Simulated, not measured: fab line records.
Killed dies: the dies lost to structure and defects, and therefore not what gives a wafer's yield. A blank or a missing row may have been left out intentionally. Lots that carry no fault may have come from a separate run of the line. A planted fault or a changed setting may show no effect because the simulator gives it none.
Problem report in the 8D (eight disciplines) form, filled by code -- flow nand harc -- the parts of the form that need people (team, actions taken, sign-off) are left out

## 1. WHAT WENT WRONG
Wafers without a fault read 1002 nm, standard deviation 8.3; thk nm at NHARC_A_ONON_D1_THK_MEAS_18 reads a mean of 623 nm on 3 wafers belonging to 2 lots. Measured from the usual mean, that is -46 standard deviations.
The step: measures by ellipsometry.
First seen on wafer L522.1, day 11 01:32, on film metro-02. At this step, 41 wafers from 14 lots have a number in the record. Rule for "out", or "out of limits": more than 4 standard deviations from the usual mean. The other wafers with a number count as sound.

## 2. WHAT IT IS AND WHAT IT IS NOT
question,is,is not
which readings at this step,thk nm,-
which lots,"L522, L525","L515, L517, L520, L527, L529, L531, L532, L533, L535, L536, L537, L538"
which wafers of those lots,"L522.1, L522.5, L525.1","L525.3, L525.4"
read on which gauges,film metro-02,film metro-01
when,from day 11 01:32,"up to then (9 sound wafers); but 29 sound wafers of L525, L527, L529, L531, L532, L533, L535, L536, L537, L538 came after"

## 3. WHAT RULES OUT EACH SUSPECT
Counting: any tool at a process step up to the reading remains a suspect provided it ran every lot that is out. Sound lots after the first of them don't rule it out here, since some wafers of a struck lot are sound.
- ruled out: the gauge at NHARC_A_ONON_D1_THK_MEAS_18. All the wafers that are out were read on film metro-02, but those of them that NHARC_END_SORT_01 has rows for are out there too, on other tools.
- pecvd onon-03 at NHARC_A_ONON_D1_DEP_16 (target thk 1000 nm): kept. Every lot that is out went through it, the first being L522 (day 11 01:01); the last sound lot it ran before that was L520 (day 10 07:14).
Left after counting: pecvd onon-03 at NHARC_A_ONON_D1_DEP_16.

## 4. THE CAUSE (what the simulator had put in)
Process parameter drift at NHARC_A_ONON_D1_DEP_16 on pecvd onon-03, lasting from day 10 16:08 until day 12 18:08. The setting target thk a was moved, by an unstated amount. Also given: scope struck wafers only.
This tool alone remained once counting was done.

## 5. THE CHAIN OF EFFECTS, in route order
One row per reading whose mean, taken over the struck wafers that have a number, lies over 3 standard deviations from the usual. Readings are gone through only where the record gives a usual standard deviation; hours: the median, over the lots, of the time from a lot's start at the first step in this table giving one to that lot's start at this step; sigmas: the change measured in usual standard deviations.
hours,step,reading,usual,on struck wafers,change,sigmas
0,NHARC_A_ONON_D1_THK_MEAS_18,thk nm,1002 nm,623,-379,-46
391,NHARC_END_SORT_01,killed at array,59,669,+610,+36
391,NHARC_END_SORT_01,killed dies,64,677,+613,+36

## 6. WHAT WOULD HAVE CAUGHT IT SOONER
9 hours passed between the start of the fault at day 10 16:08 and the first reading out of limits at a measuring or inspecting step in this record, taken at day 11 01:32.
Lots out: 2; of these, L525 started NHARC_A_ONON_D1_DEP_16 on pecvd onon-03 after day 11 01:32. Had the tool been put on hold then, it would have been spared.
